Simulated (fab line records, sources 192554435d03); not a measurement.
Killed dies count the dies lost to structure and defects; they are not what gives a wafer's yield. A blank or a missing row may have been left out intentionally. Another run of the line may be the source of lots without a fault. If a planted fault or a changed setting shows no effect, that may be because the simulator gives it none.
Lot-split experiment	flow n5_finfet	route with 1938 steps; 7 lots, 21 wafers read

== ON THE SPLIT ==
At N5_MOL_CONTACT_COAG_ETCH_124 (etches SiNx in CH3F/O2, stops on SiOC, target depth 6.5 nm), the setting bias_w was moved away from the recipe's 73 W on 7 of the 21 wafers read, by -7.4% to +12.9%. All remaining wafers had this setting at the recipe value.

Reading taken at the split's own step.

== THE READING ==
rf_vpp_V, in V, at N5_MOL_CONTACT_COAG_ETCH_124 (etches SiNx in CH3F/O2, stops on SiOC, target depth 6.5 nm). A value of 297.5 V with a standard deviation of 2.1 V is what fault-free wafers of this fab line usually give.

wafer	tool, chamber at the split	bias_w as run, W	against the recipe	rf_vpp_V, V	against lot-mates on the recipe
L078.3	rie_diel-01, 1	73	recipe	300.4	-
L078.5	rie_diel-01, 0	73	recipe	297.2	-
L078.6	rie_diel-01, 1	73	recipe	300.3	-
L079.1	rie_diel-02, 1	73	recipe	300.0	-
L079.2	rie_diel-02, 3	73	recipe	295.9	-
L079.3	rie_diel-02, 2	73	recipe	293.0	-
L084.2	rie_diel-02, 0	77.05	+5.5%	310.0	+12.9
L084.3	rie_diel-02, 1	77.05	+5.5%	312.0	+14.9
L084.4	rie_diel-02, 3	73	recipe	297.1	-
L086.1	rie_diel-01, 2	67.57	-7.4%	275.9	no lot-mate on the recipe
L086.5	rie_diel-01, 0	67.57	-7.4%	281.2	no lot-mate on the recipe
L086.6	rie_diel-01, 1	67.57	-7.4%	281.5	no lot-mate on the recipe
L089.2	rie_diel-01, 3	73	recipe	299.2	-
L089.5	rie_diel-01, 2	73	recipe	295.0	-
L089.6	rie_diel-01, 3	73	recipe	299.9	-
L092.2	rie_diel-02, 2	73	recipe	293.7	-
L092.3	rie_diel-02, 1	73	recipe	300.1	-
L092.6	rie_diel-02, 2	73	recipe	294.3	-
L094.2	rie_diel-05, 3	73	recipe	295.7	-
L094.5	rie_diel-05, 3	82.44	+12.9%	327.2	+31.5
L094.6	rie_diel-05, 2	82.44	+12.9%	329.1	+33.4

THE FIT
A straight line over all 21 wafers: rf_vpp_V changes by +2.4 V for each +1% of bias_w; r = +0.98; the points scatter about the line by 2.5 V.
The same after taking each lot's own level away (the mean of its wafers on the recipe; 18 wafers): +2.51 V for each +1%; r = +0.98; scatter 2.2 V.
According to that fit, moving bias_w by its largest amount changes the reading by 32 V.
The span of the lots' own levels, 295.70 to 299.30 V, comes to 1.7 times the standard deviation stated above.
Consequently the slope shifts little with the lot-to-lot level, the two slopes agreeing.
Check: for one of the wafers moved furthest among these (+12.9%), held out of the fit, the line's prediction against its lot-mates is +33.1 V. It came out at +31.5 V against them.
Tool readings at the split's step, against how far the setting was moved: rf_vpp_V r = +0.98.

== THE FILE'S OWN FIT ==
rf_vpp_V changes by +2.51 V for each +1% of bias_w, r = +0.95.
